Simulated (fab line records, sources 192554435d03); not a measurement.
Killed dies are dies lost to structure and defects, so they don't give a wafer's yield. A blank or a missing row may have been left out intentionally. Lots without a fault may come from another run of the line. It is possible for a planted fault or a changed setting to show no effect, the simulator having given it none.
Matching of chambers -- flow n5_finfet -- 4 sister chambers for N5_BEOL_M14_CMP_49 on cmp-04
The step polishes, stops on SiO2, t overpolish 5.2 s, target thk 560 nm. 8 wafers are shown with their chamber, then 8 later ones without.

WAFERS WITH THEIR CHAMBER
wafer,chamber,motor_current_A (A),overpolish_run_s (s)
L077.3,1,8.3,5.193
L078.2,2,7.9,5.202
L078.3,1,8.1,5.185
L082.5,2,7.3,5.209
L082.6,3,8.7,5.191
L085.2,3,8.6,5.196
L085.6,0,7.1,5.204
L089.2,0,6.8,5.217

WAFERS MISSING THEIR CHAMBER
wafer,motor_current_A (A),overpolish_run_s (s)
L089.4,8.1,5.214
L089.5,9.0,5.190
L090.2,6.9,5.197
L090.3,8.1,5.199
L090.4,7.9,5.200
L097.1,8.3,5.199
L097.5,7.6,5.207
L097.6,8.4,5.197

THE CHAMBER EACH PASSED THROUGH
wafer,from the rows above,in truth
L089.4,can't be placed: 2 or 3 or 1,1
L089.5,can't be placed: 3 or 1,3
L090.2,can't be placed: 0 or 2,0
L090.3,can't be placed: 1 or 2 or 3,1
L090.4,can't be placed: 2 or 1 or 3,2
L097.1,can't be placed: 3 or 1 or 2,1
L097.5,2,2
L097.6,can't be placed: 3 or 1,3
Correctly placed: 1 of 8. Can't be placed from these rows: 7 (the true chamber is among the candidates in 7). Placed wrongly: 0.
How it was worked out, from the rows above alone: a wafer's distance from a chamber is the root of the sum, over the readings, of the square of ((its reading less the chamber's mean) divided by the reading's scatter). The wafer belongs to the nearest chamber; if the next one is less than 2 further off, it can't be placed. The mean given for a chamber averages the wafers shown for that chamber. The scatter is the square root of a quotient: the sum, over the shown wafers, of each reading's squared deviation from its chamber's mean, divided by wafers minus chambers.
